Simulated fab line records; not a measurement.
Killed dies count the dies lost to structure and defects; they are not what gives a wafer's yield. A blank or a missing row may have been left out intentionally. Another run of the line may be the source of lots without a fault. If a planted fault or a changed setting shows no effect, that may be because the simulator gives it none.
Which tool did it? / flow n5 finfet / 24 lots with 72 wafers sampled at 3 steps, on a route of 1938 steps

== WHAT THE GAUGES SHOWED, per wafer ==
N5_BEOL_M11_CD_MEAS_11: the cd target is 64.1 nm.
lot=L074; measured=day 10 02:23; on=cd sem-03; cd nm (nm)=64.2 64.1 64.8
lot=L076; measured=day 10 11:11; on=cd sem-01; cd nm (nm)=64.4 65.0 64.6
lot=L075; measured=day 10 14:48; on=cd sem-03; cd nm (nm)=64.7 65.1 65.3
lot=L077; measured=day 11 05:37; on=cd sem-01; cd nm (nm)=64.1 63.6 63.8
lot=L079; measured=day 11 12:47; on=cd sem-01; cd nm (nm)=63.9 64.2 64.2
lot=L078; measured=day 11 14:16; on=cd sem-01; cd nm (nm)=64.6 63.5 63.7
lot=L080; measured=day 11 16:14; on=cd sem-03; cd nm (nm)=63.7 63.8 64.3
lot=L081; measured=day 12 15:15; on=cd sem-03; cd nm (nm)=63.4 63.4 64.2
lot=L082; measured=day 12 20:04; on=cd sem-03; cd nm (nm)=64.4 63.8 64.1
lot=L083; measured=day 13 06:38; on=cd sem-01; cd nm (nm)=64.8 64.7 64.1
lot=L084; measured=day 13 18:04; on=cd sem-01; cd nm (nm)=63.6 63.9 63.5
lot=L087; measured=day 14 08:29; on=cd sem-03; cd nm (nm)=63.8 63.2 63.8
lot=L085; measured=day 14 08:52; on=cd sem-01; cd nm (nm)=63.9 63.8 64.7
lot=L086; measured=day 14 09:18; on=cd sem-02; cd nm (nm)=64.9 65.2 64.6
lot=L088; measured=day 14 13:06; on=cd sem-03; cd nm (nm)=64.1 65.0 64.2
lot=L090; measured=day 14 14:06; on=cd sem-02; cd nm (nm)=63.9 64.0 64.3
lot=L089; measured=day 14 13:48; on=cd sem-03; cd nm (nm)=65.0 64.8 64.6
lot=L091; measured=day 15 05:05; on=cd sem-02; cd nm (nm)=63.9 63.8 63.7
lot=L092; measured=day 15 06:26; on=cd sem-02; cd nm (nm)=63.8 63.9 64.4
lot=L093; measured=day 15 13:45; on=cd sem-01; cd nm (nm)=63.6 64.5 64.3
lot=L094; measured=day 15 14:15; on=cd sem-01; cd nm (nm)=64.4 64.8 64.1
lot=L095; measured=day 15 22:02; on=cd sem-03; cd nm (nm)=64.6 63.7 64.3
lot=L096; measured=day 16 23:38; on=cd sem-02; cd nm (nm)=64.5 64.4 63.5
lot=L097; measured=day 17 10:24; on=cd sem-01; cd nm (nm)=64.1 64.2 64.3

N5_BEOL_M11_OVL_MEAS_12.
lot=L074; measured=day 10 02:25; on=overlay-01; M11_OVL (nm)=-1.1 -1.6 -0.8
lot=L076; measured=day 10 11:13; on=overlay-01; M11_OVL (nm)=-1.1 0.8 0.1
lot=L075; measured=day 10 14:50; on=overlay-02; M11_OVL (nm)=-0.1 0.0 -0.2
lot=L077; measured=day 11 05:38; on=overlay-02; M11_OVL (nm)=-1.0 -0.8 -0.9
lot=L079; measured=day 11 12:49; on=overlay-01; M11_OVL (nm)=1.5 0.3 1.2
lot=L078; measured=day 11 14:18; on=overlay-02; M11_OVL (nm)=0.1 0.3 -0.9
lot=L080; measured=day 11 16:16; on=overlay-02; M11_OVL (nm)=0.0 0.6 -0.1
lot=L081; measured=day 12 15:17; on=overlay-01; M11_OVL (nm)=0.1 0.7 0.4
lot=L082; measured=day 12 20:06; on=overlay-01; M11_OVL (nm)=0.4 0.3 1.1
lot=L083; measured=day 13 06:40; on=overlay-02; M11_OVL (nm)=0.1 0.3 -0.5
lot=L084; measured=day 13 18:05; on=overlay-02; M11_OVL (nm)=-1.6 -0.9 0.3
lot=L087; measured=day 14 08:31; on=overlay-01; M11_OVL (nm)=0.6 -1.1 -1.7
lot=L085; measured=day 14 08:54; on=overlay-01; M11_OVL (nm)=0.0 0.1 -0.5
lot=L086; measured=day 14 09:20; on=overlay-02; M11_OVL (nm)=0.7 1.6 1.1
lot=L088; measured=day 14 13:08; on=overlay-01; M11_OVL (nm)=-0.1 -0.4 -0.4
lot=L090; measured=day 14 14:08; on=overlay-02; M11_OVL (nm)=-1.1 0.1 0.8
lot=L089; measured=day 14 13:49; on=overlay-02; M11_OVL (nm)=-0.7 -0.8 -1.6
lot=L091; measured=day 15 05:07; on=overlay-02; M11_OVL (nm)=-0.3 -0.1 -0.9
lot=L092; measured=day 15 06:28; on=overlay-02; M11_OVL (nm)=-0.8 -0.1 0.1
lot=L093; measured=day 15 13:47; on=overlay-02; M11_OVL (nm)=0.2 0.2 0.4
lot=L094; measured=day 15 14:17; on=overlay-02; M11_OVL (nm)=-0.9 -0.6 -0.4
lot=L095; measured=day 15 22:04; on=overlay-01; M11_OVL (nm)=-0.2 1.9 0.4
lot=L096; measured=day 16 23:40; on=overlay-02; M11_OVL (nm)=1.2 0.4 -0.1
lot=L097; measured=day 17 10:26; on=overlay-02; M11_OVL (nm)=-0.3 -0.7 0.9

== WHAT TOOL EACH LOT RAN ON (gives the tool, then ch and the chambers of the sampled wafers, and finally the start) ==
lot=L074; N5_BEOL_M10_PRE_CLEAN_45=pvd sputter-01, day 9 21:50
lot=L076; N5_BEOL_M10_PRE_CLEAN_45=pvd sputter-02, day 10 06:55
lot=L075; N5_BEOL_M10_PRE_CLEAN_45=pvd sputter-03, day 10 08:21
lot=L077; N5_BEOL_M10_PRE_CLEAN_45=pvd sputter-02, day 11 01:58
lot=L079; N5_BEOL_M10_PRE_CLEAN_45=pvd sputter-02, day 11 08:56
lot=L078; N5_BEOL_M10_PRE_CLEAN_45=pvd sputter-02, day 11 09:30
lot=L080; N5_BEOL_M10_PRE_CLEAN_45=pvd sputter-01, day 11 11:25
lot=L081; N5_BEOL_M10_PRE_CLEAN_45=pvd sputter-02, day 12 09:47
lot=L082; N5_BEOL_M10_PRE_CLEAN_45=pvd sputter-03, day 12 15:11
lot=L083; N5_BEOL_M10_PRE_CLEAN_45=pvd sputter-01, day 13 01:37
lot=L084; N5_BEOL_M10_PRE_CLEAN_45=pvd sputter-01, day 13 11:59
lot=L087; N5_BEOL_M10_PRE_CLEAN_45=pvd sputter-01, day 14 04:02
lot=L085; N5_BEOL_M10_PRE_CLEAN_45=pvd sputter-02, day 14 04:29
lot=L086; N5_BEOL_M10_PRE_CLEAN_45=pvd sputter-01, day 14 04:37
lot=L088; N5_BEOL_M10_PRE_CLEAN_45=pvd sputter-01, day 14 08:20
lot=L090; N5_BEOL_M10_PRE_CLEAN_45=pvd sputter-02, day 14 09:29
lot=L089; N5_BEOL_M10_PRE_CLEAN_45=pvd sputter-01, day 14 09:44
lot=L091; N5_BEOL_M10_PRE_CLEAN_45=pvd sputter-01, day 15 01:08
lot=L092; N5_BEOL_M10_PRE_CLEAN_45=pvd sputter-03, day 15 01:56
lot=L093; N5_BEOL_M10_PRE_CLEAN_45=pvd sputter-03, day 15 10:14
lot=L094; N5_BEOL_M10_PRE_CLEAN_45=pvd sputter-02, day 15 10:20
lot=L095; N5_BEOL_M10_PRE_CLEAN_45=pvd sputter-01, day 15 16:55
lot=L096; N5_BEOL_M10_PRE_CLEAN_45=pvd sputter-03, day 16 15:50
lot=L097; N5_BEOL_M10_PRE_CLEAN_45=pvd sputter-02, day 17 03:15
- N5_BEOL_M10_PRE_CLEAN_45: time 30 s.

== WHAT THE TOOLS THEMSELVES READ (means of the sampled wafers that have a number; where no wafer has one, the mark that the record gives instead) ==
N5_BEOL_M10_PRE_CLEAN_45.
lot=L074; tool=pvd sputter-01; heater power w (W)=298; susceptor temp C (C)=250.02
lot=L076; tool=pvd sputter-02; heater power w (W)=346; susceptor temp C (C)=249.94
lot=L075; tool=pvd sputter-03; heater power w (W)=367; susceptor temp C (C)=249.95
lot=L077; tool=pvd sputter-02; heater power w (W)=333; susceptor temp C (C)=249.99
lot=L079; tool=pvd sputter-02; heater power w (W)=341; susceptor temp C (C)=249.88
lot=L078; tool=pvd sputter-02; heater power w (W)=339; susceptor temp C (C)=250.08
lot=L080; tool=pvd sputter-01; heater power w (W)=302; susceptor temp C (C)=249.96
lot=L081; tool=pvd sputter-02; heater power w (W)=345; susceptor temp C (C)=250.32
lot=L082; tool=pvd sputter-03; heater power w (W)=380; susceptor temp C (C)=249.95
lot=L083; tool=pvd sputter-01; heater power w (W)=290; susceptor temp C (C)=249.92
lot=L084; tool=pvd sputter-01; heater power w (W)=330; susceptor temp C (C)=250.01
lot=L087; tool=pvd sputter-01; heater power w (W)=328; susceptor temp C (C)=250.11
lot=L085; tool=pvd sputter-02; heater power w (W)=332; susceptor temp C (C)=250.13
lot=L086; tool=pvd sputter-01; heater power w (W)=300; susceptor temp C (C)=250.05
lot=L088; tool=pvd sputter-01; heater power w (W)=299; susceptor temp C (C)=249.95
lot=L090; tool=pvd sputter-02; heater power w (W)=335; susceptor temp C (C)=250.11
lot=L089; tool=pvd sputter-01; heater power w (W)=301; susceptor temp C (C)=250.04
lot=L091; tool=pvd sputter-01; heater power w (W)=321; susceptor temp C (C)=250.06
lot=L092; tool=pvd sputter-03; heater power w (W)=389; susceptor temp C (C)=250.01
lot=L093; tool=pvd sputter-03; heater power w (W)=332; susceptor temp C (C)=250.15
lot=L094; tool=pvd sputter-02; heater power w (W)=349; susceptor temp C (C)=250.13
lot=L095; tool=pvd sputter-01; heater power w (W)=303; susceptor temp C (C)=250.00
lot=L096; tool=pvd sputter-03; heater power w (W)=311; susceptor temp C (C)=249.98
lot=L097; tool=pvd sputter-02; heater power w (W)=334; susceptor temp C (C)=249.92

== THE ANSWER, worked out from the rows above alone ==
Rule: what is usual is taken from the lots themselves. Put in order of their means at a reading, lots are off if they are a third of the lots or fewer, leave a main group of 4 or more, and stand apart from it by a gap of 3 or more times the standard deviation of the main group's means; of several such gaps the widest counts. A main group whose means are all the same, to the digits that the tables above print for the reading, isn't used. A lot without any number at a reading at which 4 lots or more have one is off too. Any other lot the step has rows for is counted as sound. After the gauges, taken in route order, come the tools' own readings; for these a lot's mean is taken, as printed above. The first step at which some lot is off is used, and at that step the reading that is off furthest; a lot without a number counts as furthest.
No lot is off on any of the readings shown, so nothing can be concluded from this.

== WHAT THE SIMULATOR PUT IN ==
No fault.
